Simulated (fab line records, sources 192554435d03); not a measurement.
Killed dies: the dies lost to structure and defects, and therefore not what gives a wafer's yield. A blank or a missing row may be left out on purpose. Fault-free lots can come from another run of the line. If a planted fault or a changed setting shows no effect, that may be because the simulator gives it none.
Comparing a struck lot with a sound one    flow n5 finfet    38 steps out of a route of 1938
Sound: wafers L578.2, L578.3, L578.4. Wafers L570.1, L570.5, L570.6 were the ones struck. The cause comes at the end.
Each step with rows lists, per side, the tool, then ch with its chambers, then its first start. Under that, the readings that differ: sound wafers    struck wafers    difference of the means    sigmas: that difference in standard deviations of wafers without a fault.
alike: a reading whose means differ by less than 2 such deviations, as well as words and numbers matching on both sides. not compared: withheld readings; readings where some wafer has no value; bounds like >300 that might hide an equal value; numbers whose values overlap and for which the record gives no deviation.
Wherever a step has rows on one side only, a row that says differs or no value, or a row with sigmas, the two part there. Numbers that have no deviation but don't overlap get no sigmas and don't part them. A reading that every wafer of one side lacks parts them only if that side has two wafers or more.

first, 12 steps without rows for these wafers: N5_STI_FIN_REVEAL_PRECLEAN_25 (cleans in SPM, time 90 s); N5_STI_FIN_REVEAL_PRECLEAN_26 (cleans in SC1, time 45 s); N5_STI_FIN_REVEAL_PRECLEAN_29 (cleans in DHF, time 30 s); N5_STI_FIN_REVEAL_SRD_12 (time 30 s); N5_STI_FIN_REVEAL_RECESS_09 (chemistry HF/NH3, target SiO2, afs cycles 11, target depth 42.5 nm, sublimation time 60 s); N5_STI_FIN_REVEAL_STRIP_16 (strips SiNx in H3PO4, target depth 23.8 nm); N5_STI_FIN_REVEAL_PRECLEAN_17 (cleans in NF3:NH3, afs cycles 1, time 20 s, sublimation time 60 s); N5_STI_FIN_REVEAL_ETCH_34 (etches Si in H2, material Si, target depth 0.97 nm); N5_STI_FIN_REVEAL_OXIDATION_31 (chemistry O2 PLASMA REMOTE, time 20 s); N5_STI_FIN_REVEAL_PRECLEAN_32 (cleans in NF3:NH3, afs cycles 1, time 20 s, sublimation time 60 s); N5_STI_FIN_REVEAL_STRIP_35 (strips Si3N4 in H3PO4, target depth 4 nm, time 39 s); N5_STI_FIN_REVEAL_SRD_21 (time 30 s).
N5_STI_FIN_REVEAL_OXIDATION_33: chemistry O2 PLASMA REMOTE, time 20 s.
  sound on plasma asher-02 ch 0,1, day 6 06:50; struck on plasma asher-01 ch 0,1, day 4 08:17
  no value came back on the struck wafers for chamber pressure mTorr (mTorr), drypump motor current A (A), heater power w (W); on the sound wafers chamber pressure mTorr (mTorr) reads 999.8 1001.8 999.1
  not compared: rf hours counter h
then, 2 steps without rows for these wafers: N5_STI_FIN_REVEAL_CLEAN_19 (cleans in O3/DIW, time 120 s); N5_STI_FIN_REVEAL_SRD_23 (time 30 s).
N5_STI_FIN_REVEAL_CD_MEAS_22: target cd 6.238 nm, pitch 28 nm.
  sound on cd sem-01, day 6 07:00; struck on cd sem-01, day 4 08:26
reading     sound           struck          difference  sigmas
cd nm (nm)  6.23 6.22 6.23  6.95 7.51 7.29  +1.02       +4
then, 20 steps without rows for these wafers: N5_STI_FIN_REVEAL_PRECLEAN_18 (cleans in SC2, time 45 s); N5_STI_FIN_REVEAL_SRD_28 (time 30 s); N5_DUMMY_GATE_PRECLEAN_00 (cleans in O3/DIW, time 60 s); N5_DUMMY_GATE_SRD_01 (time 30 s); N5_DUMMY_GATE_ALD_02 (deposits SiO2, target thk 2 nm, pulse time 1 s); N5_DUMMY_GATE_CVD_03 (deposits a-Si from SiH4, target thk 150 nm, time 8042 s); N5_DUMMY_GATE_PRECLEAN_46 (cleans in DIW, time 89.5 s); N5_DUMMY_GATE_SRD_47 (dry time 32 s); N5_DUMMY_GATE_CMP_04 (polishes a-Si); N5_DUMMY_GATE_HM_DEP_06 (deposits SiNx from DCS/NH3, target thk 80 nm, time 5141 s); N5_DUMMY_GATE_PECVD_30 (deposits SiO2 from TEOS/O2, target thk 55 nm, time 10.8 s); N5_DUMMY_GATE_COAT_34 (time 60 s, resist thk 60 nm); N5_DUMMY_GATE_COAT_35 (time 60 s, resist thk 10 nm); N5_DUMMY_GATE_COAT_28 (time 60 s, resist thk 10 nm); N5_DUMMY_GATE_COAT_09 (resist thk 30 nm); N5_DUMMY_GATE_EBR_11; N5_DUMMY_GATE_SOFTBAKE_10 (time 60 s); N5_DUMMY_GATE_EXPOSE_12 (exposes mask GATE, target cd 25 nm); N5_DUMMY_GATE_PEB_13 (peb time 60 s); N5_DUMMY_GATE_DEVELOP_14 (develop time 30 s).
-- a jump in the record: the struck wafers' starts before and after are 5 days apart (it breaks off in module DUMMY_GATE and resumes in module BEOL_M4, where the first step shown is number 1111 of the route) --
N5_BEOL_M4_RC_MEAS_101:
  sound on prober-01 ch 0, day 11 16:14; struck on prober-02 ch 0, day 9 17:40
reading              sound                    struck                   difference  sigmas
DIBL_N (mV/V)        38.1 37.8 35.4           40.8 42.7 42.2           +4.8        +4
DIBL_P (mV/V)        37.4 36.4 34.7           43.2 45.0 44.7           +8.1        +5
IOFF_N (nA/um)       0.178 0.179 0.144        0.331 0.393 0.390        +0.204      +8
IOFF_N_85C (nA/um)   3.4 3.4 2.8              5.9 6.9 6.8              +3.3        +8
IOFF_N_LIN (nA/um)   0.079 0.078 0.067        0.169 0.195 0.191        +0.110      +11
IOFF_N_LONG (nA/um)  5.3e-05 5.5e-05 5.5e-05  7.8e-05 7.8e-05 7.9e-05  +2.4e-05    +7
IOFF_P (nA/um)       0.22 0.20 0.17           0.36 0.43 0.41           +0.20       +6
IOFF_P_85C (nA/um)   3.8 3.6 3.1              5.6 6.5 6.3              +2.6        +5
IOFF_P_LIN (nA/um)   0.099 0.093 0.084        0.180 0.208 0.199        +0.104      +8
ION_N (uA/um)        667 676 678              724 736 724              +54         +6
ION_P (uA/um)        456 455 452              481 496 489              +34         +5
REXT_N (ohm.um)      75.7 74.9 74.3           69.2 69.5 68.9           -5.8        -4
REXT_P (ohm.um)      100.1 100.6 100.1        96.3 94.3 94.3           -5.3        -2
SS_N (mV/dec)        71.9 72.1 71.8           72.9 73.0 73.3           +1.1        +2
SS_P (mV/dec)        74.0 74.4 72.4           74.2 75.8 76.2           +1.8        +3
VT_N (mV)            248 249 249              236 233 232              -15         -5
VT_N_LONG (mV)       273.8 274.1 275.3        266.4 261.8 262.9        -10.7       -4
VT_N_LVT (mV)        100 98 101               83 82 82                 -17         -5
VT_P (mV)            -251 -253 -255           -244 -240 -241           +11         +3
VT_P_LVT (mV)        -102 -102 -104           -91 -88 -89              +13         +4
-- record jumps: 4 days separate the struck wafers' starts on either side; left off in module BEOL_M4, taken up again in module PASSIVATION, whose first shown step is the route's number 1936 --
N5_PASSIVATION_PROBE_49:
  sound on prober-01, day 15 20:28; struck on prober-02, day 13 18:09
reading                 sound           struck            difference  sigmas
killed_at_M4_up         14 13 10        26 21 26          +12         +2
sort_bin_4_leakage (%)  0 0 0           2.88 14.66 11.44  +9.66       
sort n pass             1079 1085 1094  1061 888 927      -127        -8
sort yield pct (%)      91.4 91.9 92.7  89.9 75.3 78.6    -10.7       -8
  alike: defect limited yield, killed_at_M0_to_M3, killed at contacts, killed at front end, killed at other, killed dies, killed open, killed short, sort_bin_5_function, sort_bin_6_memory

== WHERE THEY PART ==
Last at N5_PASSIVATION_PROBE_49 as far as this record goes, first at N5_STI_FIN_REVEAL_OXIDATION_33.

WHY: whatever the simulator had introduced
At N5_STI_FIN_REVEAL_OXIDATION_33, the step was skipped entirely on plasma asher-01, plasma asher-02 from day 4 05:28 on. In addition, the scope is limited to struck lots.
